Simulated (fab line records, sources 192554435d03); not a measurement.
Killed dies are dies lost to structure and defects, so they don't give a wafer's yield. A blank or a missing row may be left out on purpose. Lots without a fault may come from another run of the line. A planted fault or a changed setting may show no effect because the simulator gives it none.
Split-lot experiment | flow n5_finfet | 7 lots, 21 wafers read, on a route of 1938 steps

THE SPLIT
At N5_DUMMY_GATE_COAT_28 (time 60 s, resist thk 10 nm), the setting spin_rpm was moved away from the recipe's 1500 rpm on 7 of the 21 wafers read, by -7.9% to +2.9%. The other wafers ran this setting at the recipe's value.

The reading is taken at the split's own step.

THE READING
underlayer_of_DUMMY_GATE_COAT_28.thk_nm (the simulator's own value, which no gauge read), in nm, at N5_DUMMY_GATE_COAT_28 (time 60 s, resist thk 10 nm). The file gives no usual value for it.

wafer  | tool, chamber at the split | spin_rpm as run, rpm | against the recipe | underlayer_of_DUMMY_GATE_COAT_28.thk_nm, nm | against lot-mates on the recipe
L079.2 | litho_track-01, 0          | 1500                 | recipe             | 10                                          | -
L079.4 | litho_track-01, 0          | 1500                 | recipe             | 10                                          | -
L079.5 | litho_track-01, 0          | 1500                 | recipe             | 10                                          | -
L081.3 | litho_track-05, 0          | 1500                 | recipe             | 10                                          | -
L081.5 | litho_track-05, 0          | 1500                 | recipe             | 10                                          | -
L081.4 | litho_track-05, 0          | 1395                 | -7.0%              | 10.4                                        | +0.4
L082.1 | litho_track-01, 0          | 1500                 | recipe             | 10                                          | -
L082.4 | litho_track-01, 0          | 1382                 | -7.9%              | 10.4                                        | +0.4
L082.5 | litho_track-01, 0          | 1382                 | -7.9%              | 10.4                                        | +0.4
L083.1 | litho_track-05, 0          | 1544                 | +2.9%              | 9.8                                         | -0.2
L083.3 | litho_track-05, 0          | 1500                 | recipe             | 10                                          | -
L083.5 | litho_track-05, 0          | 1500                 | recipe             | 10                                          | -
L088.2 | litho_track-01, 0          | 1500                 | recipe             | 10                                          | -
L088.6 | litho_track-01, 0          | 1500                 | recipe             | 10                                          | -
L088.3 | litho_track-01, 0          | 1400                 | -6.7%              | 10.4                                        | +0.4
L089.4 | litho_track-01, 0          | 1500                 | recipe             | 10                                          | -
L089.5 | litho_track-01, 0          | 1500                 | recipe             | 10                                          | -
L089.6 | litho_track-01, 0          | 1500                 | recipe             | 10                                          | -
L091.3 | litho_track-04, 0          | 1410                 | -6.0%              | 10.4                                        | +0.4
L091.4 | litho_track-04, 0          | 1410                 | -6.0%              | 10.2                                        | +0.2
L091.6 | litho_track-04, 0          | 1500                 | recipe             | 10                                          | -

THE FIT
A straight line over all 21 wafers: underlayer_of_DUMMY_GATE_COAT_28.thk_nm changes by -0.054 nm for each +1% of spin_rpm; r = -0.98; the points scatter about the line by 0.037 nm.
The same after taking each lot's own level away (the mean of its wafers on the recipe; 21 wafers): -0.054 nm for each +1%; r = -0.98; scatter 0.037 nm.
On that fit, the largest move of spin_rpm shifts the reading by 0.43 nm.
The lots' own levels span 10.00 to 10.00 nm.
So the lot-to-lot level changes the slope little: the two slopes agree.
Check: with one of the wafers moved furthest among these (-7.9%) left out of the fit, the line predicts +0.427 nm for it against its lot-mates. It came out at +0.4 nm against them.

OTHER SPLITS ON THESE WAFERS
These wafers also went through other splits before the reading. Each is held against what the fit with the lots' levels taken away leaves over:
other split on the same wafers        | wafers away from the commonest value | r with underlayer_of_DUMMY_GATE_COAT_28.thk_nm (lot level and that fit taken away)
N5_FIN_SAQP_PECVD_06 time_s           | 5                                    | +0.16
N5_FIN_SAQP_EXPOSE_13 dose_mj         | 7                                    | -0.16
N5_FIN_SAQP_SPACER1_ALD_24 ald_cycles | 7                                    | -0.29

THE FILE'S OWN FIT
underlayer_of_DUMMY_GATE_COAT_28.thk_nm changes by -0.055 nm for each +1% of spin_rpm, r = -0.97.
